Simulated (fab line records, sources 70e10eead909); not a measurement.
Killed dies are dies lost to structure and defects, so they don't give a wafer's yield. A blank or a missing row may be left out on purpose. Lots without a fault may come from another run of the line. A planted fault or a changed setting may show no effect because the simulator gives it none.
A struck lot beside a sound one | flow nand_harc | 13 steps out of a route of 1302
Sound: wafers L930.3, L930.5, L930.6. Struck: wafer L936.2. (L936.5, L936.6 of the same lot were not struck and are left out.) The cause comes at the end.
At each step with rows: each side's tool, then ch and its chambers, then its first start. Under that, the readings that differ: sound wafers | struck wafers | difference of the means | sigmas: that difference in standard deviations of wafers without a fault.
alike: readings whose means differ by less than 2 such deviations, and words and numbers that are the same on both sides. not compared: withheld readings, readings that some wafer has no value for, bounds like >300 that may hide the same value, and numbers for which the record gives no deviation and whose values overlap.
The two part at a step that has a row with sigmas, a row that says differs or no value, or rows on one side only. Numbers that don't overlap but have no deviation are shown without sigmas and don't part them. A reading that every wafer of one side lacks parts them only if that side has two wafers or more.

first, 9 steps without rows for these wafers: NHARC_A_STAIRCASE_DEHYDRATE_176 (time 120 s); NHARC_A_STAIRCASE_HMDS_177 (time 30 s); NHARC_A_STAIRCASE_COAT_178; NHARC_A_STAIRCASE_SOFTBAKE_179 (time 170 s); NHARC_A_STAIRCASE_EBR_180; NHARC_A_STAIRCASE_EXPOSE_181 (exposes mask STAIR 2); NHARC_A_STAIRCASE_PEB_182 (peb time 130 s); NHARC_A_STAIRCASE_DEVELOP_183 (time 140 s); NHARC_A_STAIRCASE_HARDBAKE_185 (time 140 s).
NHARC_A_STAIRCASE_DESCUM_186: chemistry O2, time 3 s.
  sound on rie_diel-13 ch 0,1,3, day 16 03:12; struck on rie_diel-13 ch 3, day 19 04:56
  alike: drypump_motor_current_A, o2_flow_sccm, oes_product_au, rf_vpp_V, showerhead_plenum_p_Torr, throttle_valve_pct
  not compared: rf_hours_counter_h
NHARC_A_STAIRCASE_TRIM_187: chemistry O2, time 211.2 s.
  sound on rie_diel-13 ch 0,1,3, day 16 03:18; struck on rie_diel-13 ch 0, day 19 05:00
  alike: drypump_motor_current_A, o2_flow_sccm, oes_product_au, rf_vpp_V, showerhead_plenum_p_Torr, throttle_valve_pct
  not compared: rf_hours_counter_h
NHARC_A_STAIRCASE_ETCH_188: etches the open film in C4F8/O2, target depth 100 nm, time 40.5 s.
  sound on rie_diel-13 ch 0,1,3, day 16 03:26; struck on rie_diel-13 ch 0, day 19 05:10
  reading               | sound             | struck | difference | sigmas
  oes_product_au (a.u.) | 0.941 0.938 0.939 | 1.170  | +0.231     | +15
  rf_fwd_power_W (W)    | 590 586 589       | 831    | +243       | +76
  alike: rf_vpp_V
  not compared: rf_hours_counter_h
NHARC_A_STAIRCASE_TRIM_189: chemistry O2, time 211.2 s.
  sound on rie_diel-13 ch 0,2,3; struck on rie_diel-13 ch 2
  reading             | sound             | struck | difference | sigmas
  o2_flow_sccm (sccm) | 501.1 497.6 501.2 | 496.9  | -3.1       | -2
  alike: drypump_motor_current_A, oes_product_au, rf_vpp_V, showerhead_plenum_p_Torr, throttle_valve_pct
  not compared: rf_hours_counter_h

WHERE THEY PART
First at NHARC_A_STAIRCASE_ETCH_188; last, within this record, at NHARC_A_STAIRCASE_TRIM_189.

WHY: what the simulator had put in
Process parameter drift: rie_diel-13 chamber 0, from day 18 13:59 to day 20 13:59, at NHARC_A_STAIRCASE_ETCH_188. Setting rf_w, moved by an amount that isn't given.
